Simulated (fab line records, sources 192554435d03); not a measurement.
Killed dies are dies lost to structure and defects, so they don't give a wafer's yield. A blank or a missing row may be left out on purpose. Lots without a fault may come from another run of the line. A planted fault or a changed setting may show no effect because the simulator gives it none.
Which tool did it? | flow n5_finfet | 24 lots, 72 wafers sampled, at 6 steps of a route of 1938

WHAT THE GAUGES READ, wafer by wafer
N5_BEOL_M6_THK_MEAS_01.
lot  | measured     | on            | M6_ILD_THK (nm)
L074 | day 8 02:35  | film_metro-01 | 155.1 154.1 152.9
L075 | day 8 18:15  | film_metro-02 | 152.9 153.5 156.9
L076 | day 8 21:58  | film_metro-01 | 154.2 155.7 156.4
L077 | day 8 22:14  | film_metro-02 | 150.5 155.9 154.1
L078 | day 9 14:08  | film_metro-02 | 155.5 154.5 154.1
L079 | day 9 16:44  | film_metro-01 | 155.3 155.1 158.1
L080 | day 9 21:46  | film_metro-01 | 151.5 153.3 153.2
L081 | day 10 00:38 | film_metro-01 | 153.2 153.3 155.0
L082 | day 10 16:48 | film_metro-01 | 151.9 156.4 153.8
L084 | day 10 21:34 | film_metro-01 | 152.5 154.7 157.3
L083 | day 10 18:54 | film_metro-01 | 153.8 153.3 154.6
L085 | day 10 23:46 | film_metro-02 | 153.9 157.2 157.8
L086 | day 11 18:18 | film_metro-01 | 151.0 153.1 154.0
L088 | day 11 22:21 | film_metro-02 | 152.0 155.8 157.7
L087 | day 11 22:59 | film_metro-02 | 155.0 156.2 156.4
L089 | day 12 03:24 | film_metro-01 | 155.9 158.3 155.0
L090 | day 12 16:07 | film_metro-02 | 158.0 159.7 158.4
L091 | day 13 14:49 | film_metro-02 | 155.3 152.3 154.3
L092 | day 12 23:14 | film_metro-01 | 154.2 153.6 156.5
L093 | day 13 08:16 | film_metro-02 | 156.9 158.4 155.9
L094 | day 13 04:58 | film_metro-01 | 152.6 150.8 156.6
L095 | day 14 00:35 | film_metro-02 | 152.9 156.2 156.1
L096 | day 14 07:10 | film_metro-01 | 154.3 151.6 154.1
L097 | day 14 22:07 | film_metro-01 | 152.4 153.2 155.0

WHICH TOOL RAN EACH LOT (tool, then ch and the chambers of the sampled wafers, then the start)
lot  | N5_BEOL_M5_CURE_80            | N5_BEOL_M5_SURFACE_TREAT_87  | N5_BEOL_M5_SPUTTER_81        | N5_BEOL_M5_CO_CAP_78             | N5_BEOL_M6_CURE_74
L074 | uv_cure-03 ch 1, day 7 19:43  | pvd_sputter-01, day 7 20:19  | pvd_sputter-01, day 7 21:38  | cvd_co-02 ch 0,1,2, day 8 01:47  | uv_cure-03 ch 1, day 8 02:19
L075 | uv_cure-02 ch 1, day 8 11:22  | pvd_sputter-03, day 8 11:58  | pvd_sputter-01, day 8 13:16  | cvd_co-02 ch 0,1,2, day 8 17:25  | uv_cure-02 ch 1, day 8 17:49
L076 | uv_cure-01 ch 2, day 8 13:49  | pvd_sputter-03, day 8 15:09  | pvd_sputter-03, day 8 16:32  | cvd_co-01 ch 0,1,2, day 8 20:40  | uv_cure-01 ch 2, day 8 20:59
L077 | uv_cure-01 ch 0, day 8 14:31  | pvd_sputter-02, day 8 15:50  | pvd_sputter-02, day 8 17:08  | cvd_co-01 ch 1,2, day 8 21:25    | uv_cure-02 ch 1, day 8 21:48
L078 | uv_cure-02 ch 0, day 9 07:01  | pvd_sputter-02, day 9 07:52  | pvd_sputter-02, day 9 09:10  | cvd_co-02 ch 1,2, day 9 13:18    | uv_cure-02 ch 2, day 9 13:37
L079 | uv_cure-03 ch 2, day 9 07:23  | pvd_sputter-03, day 9 08:02  | pvd_sputter-03, day 9 11:10  | cvd_co-02 ch 0,1,2, day 9 15:25  | uv_cure-01 ch 1, day 9 15:54
L080 | uv_cure-03 ch 1, day 9 14:42  | pvd_sputter-03, day 9 15:21  | pvd_sputter-02, day 9 16:49  | cvd_co-02 ch 0,1, day 9 20:57    | uv_cure-01 ch 0, day 9 21:16
L081 | uv_cure-01 ch 0, day 9 15:03  | pvd_sputter-03, day 9 17:49  | pvd_sputter-03, day 9 19:11  | cvd_co-01 ch 1,2, day 9 23:20    | uv_cure-03 ch 2, day 9 23:48
L082 | uv_cure-02 ch 1, day 10 09:20 | pvd_sputter-03, day 10 10:02 | pvd_sputter-01, day 10 11:20 | cvd_co-01 ch 0,1,2, day 10 15:28 | uv_cure-03 ch 2, day 10 15:49
L084 | uv_cure-03 ch 1, day 10 11:20 | pvd_sputter-02, day 10 12:20 | pvd_sputter-03, day 10 16:37 | cvd_co-01 ch 0,1, day 10 20:45   | uv_cure-01 ch 2, day 10 21:04
L083 | uv_cure-01 ch 1, day 10 11:29 | pvd_sputter-02, day 10 12:08 | pvd_sputter-02, day 10 13:28 | cvd_co-02 ch 0,1,2, day 10 17:35 | uv_cure-03 ch 1, day 10 17:54
L085 | uv_cure-01 ch 0, day 10 16:33 | pvd_sputter-02, day 10 17:19 | pvd_sputter-02, day 10 18:41 | cvd_co-01 ch 0,2, day 10 22:56   | uv_cure-01 ch 1, day 10 23:20
L086 | uv_cure-03 ch 2, day 11 11:13 | pvd_sputter-02, day 11 12:00 | pvd_sputter-01, day 11 13:18 | cvd_co-01 ch 1,2, day 11 17:29   | uv_cure-03 ch 2, day 11 17:47
L088 | uv_cure-03 ch 2, day 11 15:07 | pvd_sputter-03, day 11 15:58 | pvd_sputter-02, day 11 17:23 | cvd_co-01 ch 0,2, day 11 21:32   | uv_cure-03 ch 1, day 11 22:00
L087 | uv_cure-03 ch 1, day 11 15:29 | pvd_sputter-01, day 11 16:38 | pvd_sputter-01, day 11 18:02 | cvd_co-01 ch 0,2, day 11 22:10   | uv_cure-03 ch 2, day 11 22:38
L089 | uv_cure-03 ch 0, day 11 20:23 | pvd_sputter-02, day 11 21:05 | pvd_sputter-02, day 11 22:25 | cvd_co-01 ch 0,1,2, day 12 02:36 | uv_cure-01 ch 0, day 12 03:07
L090 | uv_cure-02 ch 1, day 12 08:59 | pvd_sputter-03, day 12 09:46 | pvd_sputter-01, day 12 11:05 | cvd_co-01 ch 0,2, day 12 15:15   | uv_cure-03 ch 1, day 12 15:44
L091 | uv_cure-03 ch 1, day 12 11:56 | pvd_sputter-02, day 12 12:42 | pvd_sputter-02, day 12 14:11 | cvd_co-02 ch 1,2, day 13 13:58   | uv_cure-01 ch 0, day 13 14:19
L092 | uv_cure-02 ch 1, day 12 15:59 | pvd_sputter-03, day 12 16:59 | pvd_sputter-03, day 12 18:17 | cvd_co-02 ch 1,2, day 12 22:25   | uv_cure-01 ch 0, day 12 22:43
L093 | uv_cure-02 ch 2, day 12 21:22 | pvd_sputter-03, day 12 22:11 | pvd_sputter-01, day 12 23:31 | cvd_co-01 ch 0,1,2, day 13 06:57 | uv_cure-03 ch 2, day 13 07:25
L094 | uv_cure-02 ch 2, day 12 22:03 | pvd_sputter-03, day 12 22:43 | pvd_sputter-03, day 13 00:01 | cvd_co-01 ch 0,1, day 13 04:08   | uv_cure-02 ch 2, day 13 04:27
L095 | uv_cure-03 ch 2, day 13 16:29 | pvd_sputter-03, day 13 17:35 | pvd_sputter-01, day 13 19:20 | cvd_co-01 ch 1,2, day 13 23:44   | uv_cure-01 ch 0, day 14 00:04
L096 | uv_cure-01 ch 0, day 13 23:00 | pvd_sputter-03, day 14 00:45 | pvd_sputter-03, day 14 02:06 | cvd_co-02 ch 0,1,2, day 14 06:20 | uv_cure-01 ch 2, day 14 06:39
L097 | uv_cure-01 ch 1, day 14 14:14 | pvd_sputter-03, day 14 15:03 | pvd_sputter-02, day 14 16:33 | cvd_co-02 ch 0,2, day 14 20:47   | uv_cure-02 ch 2, day 14 21:06
- N5_BEOL_M5_CURE_80: cures SiCOH lowk, time 120 s.
- N5_BEOL_M5_SURFACE_TREAT_87
- N5_BEOL_M5_SPUTTER_81: material Cu, target thk 15 nm, time 27.62 s.
- N5_BEOL_M5_CO_CAP_78: material Co, precursor CCTBA/H2, target thk 2 nm, time 102.1 s.
- N5_BEOL_M6_CURE_74: cures SiCOH lowk, time 240 s.

WHAT THE TOOLS THEMSELVES READ (means of the sampled wafers that have a number; where no wafer has one, the mark that the record gives instead)
N5_BEOL_M5_CURE_80.
lot  | tool       | lamp_power_pct (%) | wafer_temp_C_max
L074 | uv_cure-03 | 52.31              | 372.2
L075 | uv_cure-02 | 52.31              | 371.4
L076 | uv_cure-01 | 52.35              | 371.6
L077 | uv_cure-01 | 52.32              | 371.3
L078 | uv_cure-02 | 52.28              | 371.2
L079 | uv_cure-03 | 52.32              | 372.3
L080 | uv_cure-03 | 52.33              | 371.5
L081 | uv_cure-01 | 52.25              | 371.5
L082 | uv_cure-02 | 52.35              | 370.8
L084 | uv_cure-03 | 52.31              | 371.9
L083 | uv_cure-01 | 52.28              | 371.2
L085 | uv_cure-01 | 52.25              | 371.6
L086 | uv_cure-03 | 52.28              | 372.8
L088 | uv_cure-03 | 52.31              | 371.6
L087 | uv_cure-03 | 52.31              | 371.9
L089 | uv_cure-03 | 52.33              | 371.6
L090 | uv_cure-02 | 52.29              | 371.3
L091 | uv_cure-03 | 52.34              | 372.2
L092 | uv_cure-02 | 52.26              | 371.0
L093 | uv_cure-02 | 52.30              | 371.3
L094 | uv_cure-02 | 52.30              | 371.3
L095 | uv_cure-03 | 52.24              | 372.3
L096 | uv_cure-01 | 52.27              | 371.8
L097 | uv_cure-01 | 52.34              | 371.3

N5_BEOL_M5_SPUTTER_81.
lot  | tool           | throttle_valve_pct (%)
L074 | pvd_sputter-01 | 28.2
L075 | pvd_sputter-01 | 28.3
L076 | pvd_sputter-03 | 30.7
L077 | pvd_sputter-02 | 29.3
L078 | pvd_sputter-02 | 29.5
L079 | pvd_sputter-03 | 30.7
L080 | pvd_sputter-02 | 29.5
L081 | pvd_sputter-03 | 29.9
L082 | pvd_sputter-01 | 29.5
L084 | pvd_sputter-03 | 29.9
L083 | pvd_sputter-02 | 30.0
L085 | pvd_sputter-02 | 29.3
L086 | pvd_sputter-01 | 28.7
L088 | pvd_sputter-02 | 29.3
L087 | pvd_sputter-01 | 28.6
L089 | pvd_sputter-02 | 29.4
L090 | pvd_sputter-01 | 28.9
L091 | pvd_sputter-02 | 29.9
L092 | pvd_sputter-03 | 29.9
L093 | pvd_sputter-01 | 27.9
L094 | pvd_sputter-03 | 29.3
L095 | pvd_sputter-01 | 29.5
L096 | pvd_sputter-03 | 30.1
L097 | pvd_sputter-02 | 29.3

N5_BEOL_M5_CO_CAP_78.
lot  | tool      | heater_power_w (W)
L074 | cvd_co-02 | 223
L075 | cvd_co-02 | 224
L076 | cvd_co-01 | 250
L077 | cvd_co-01 | 262
L078 | cvd_co-02 | 210
L079 | cvd_co-02 | 224
L080 | cvd_co-02 | 224
L081 | cvd_co-01 | 262
L082 | cvd_co-01 | 248
L084 | cvd_co-01 | 257
L083 | cvd_co-02 | 225
L085 | cvd_co-01 | 242
L086 | cvd_co-01 | 263
L088 | cvd_co-01 | 240
L087 | cvd_co-01 | 236
L089 | cvd_co-01 | 253
L090 | cvd_co-01 | 243
L091 | cvd_co-02 | 209
L092 | cvd_co-02 | 209
L093 | cvd_co-01 | 251
L094 | cvd_co-01 | 260
L095 | cvd_co-01 | 262
L096 | cvd_co-02 | 223
L097 | cvd_co-02 | 240

N5_BEOL_M6_CURE_74.
lot  | tool       | lamp_power_pct (%) | wafer_temp_C_max
L074 | uv_cure-03 | 52.34              | 387.2
L075 | uv_cure-02 | 52.33              | 386.0
L076 | uv_cure-01 | 52.30              | 387.0
L077 | uv_cure-02 | 52.27              | 386.6
L078 | uv_cure-02 | 52.30              | 386.0
L079 | uv_cure-01 | 52.26              | 386.1
L080 | uv_cure-01 | 52.34              | 386.7
L081 | uv_cure-03 | 52.31              | 387.7
L082 | uv_cure-03 | 52.30              | 387.0
L084 | uv_cure-01 | 52.30              | 387.0
L083 | uv_cure-03 | 52.27              | 387.3
L085 | uv_cure-01 | 52.28              | 386.0
L086 | uv_cure-03 | 52.35              | 387.1
L088 | uv_cure-03 | 52.28              | 386.5
L087 | uv_cure-03 | 52.33              | 387.3
L089 | uv_cure-01 | 52.33              | 386.4
L090 | uv_cure-03 | 52.29              | 387.4
L091 | uv_cure-01 | 52.31              | 386.5
L092 | uv_cure-01 | 52.34              | 386.5
L093 | uv_cure-03 | 52.24              | 387.0
L094 | uv_cure-02 | 52.28              | 386.3
L095 | uv_cure-01 | 52.30              | 386.6
L096 | uv_cure-01 | 52.35              | 386.8
L097 | uv_cure-02 | 52.32              | 386.3

THE ANSWER, worked out from the rows above alone
Rule: what is usual is taken from the lots themselves. Put in order of their means at a reading, lots are off if they are a third of the lots or fewer, leave a main group of 4 or more, and stand apart from it by a gap of 3 or more times the standard deviation of the main group's means; of several such gaps the widest counts. A main group whose means are all the same, to the digits that the tables above print for the reading, isn't used. A lot without any number at a reading at which 4 lots or more have one is off too. The other lots that the step has rows for count as sound. The gauges are gone through in route order, then the tools' own readings, and for those a lot's mean is taken as printed above. The first step at which some lot is off is used, and at that step the reading that is off furthest; a lot without a number counts as furthest.
No lot is off at any reading shown: from this, nothing can be told.

WHAT THE SIMULATOR HAD PUT IN
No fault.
